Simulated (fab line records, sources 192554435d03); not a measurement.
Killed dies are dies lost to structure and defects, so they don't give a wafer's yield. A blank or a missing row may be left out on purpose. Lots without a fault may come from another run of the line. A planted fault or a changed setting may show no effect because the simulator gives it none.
Chamber matching | flow n5_finfet | N5_BEOL_M2_ETCH_69 on rie_diel-01: 4 sister chambers
The step etches SiARC in CF4, target depth 15.6 nm, time 26 s. 8 wafers are shown with their chamber, then 7 later ones without.

WAFERS WITH THEIR CHAMBER
wafer  | chamber | throttle_valve_pct (%) | drypump_motor_current_A (A)
L076.4 | 3       | 15.78                  | 5.5
L079.4 | 2       | 15.70                  | 6.3
L079.6 | 0       | 15.36                  | 5.2
L081.1 | 1       | 15.90                  | 6.0
L081.2 | 3       | 15.80                  | 5.6
L081.3 | 0       | 15.38                  | 5.2
L082.2 | 1       | 15.91                  | 6.0
L082.4 | 2       | 15.70                  | 6.3

WAFERS WITHOUT THEIR CHAMBER
wafer  | throttle_valve_pct (%) | drypump_motor_current_A (A)
L082.6 | 15.80                  | 5.5
L089.4 | 15.83                  | 5.6
L089.5 | 15.85                  | 5.5
L089.6 | 15.41                  | 5.2
L094.2 | 15.43                  | 5.2
L094.4 | 15.94                  | 6.0
L094.5 | 15.86                  | 5.6

WHICH CHAMBER EACH WENT THROUGH
wafer  | from the rows above | in truth
L082.6 | 3                   | 3
L089.4 | 3                   | 3
L089.5 | 3                   | 3
L089.6 | 0                   | 0
L094.2 | 0                   | 0
L094.4 | 1                   | 1
L094.5 | 3                   | 3
Placed correctly: 7 of 7. Can't be placed from these rows: 0. Placed wrongly: 0.
How it was worked out, from the rows above alone: a wafer's distance from a chamber is the root of the sum, over the readings, of the square of ((its reading less the chamber's mean) divided by the reading's scatter). The wafer belongs to the nearest chamber; if the next one is less than 2 further off, it can't be placed. A chamber's mean is the mean of its shown wafers. The scatter: the root of (the sum of the squares of (reading less its chamber's mean) over the shown wafers, divided by (wafers less chambers)).
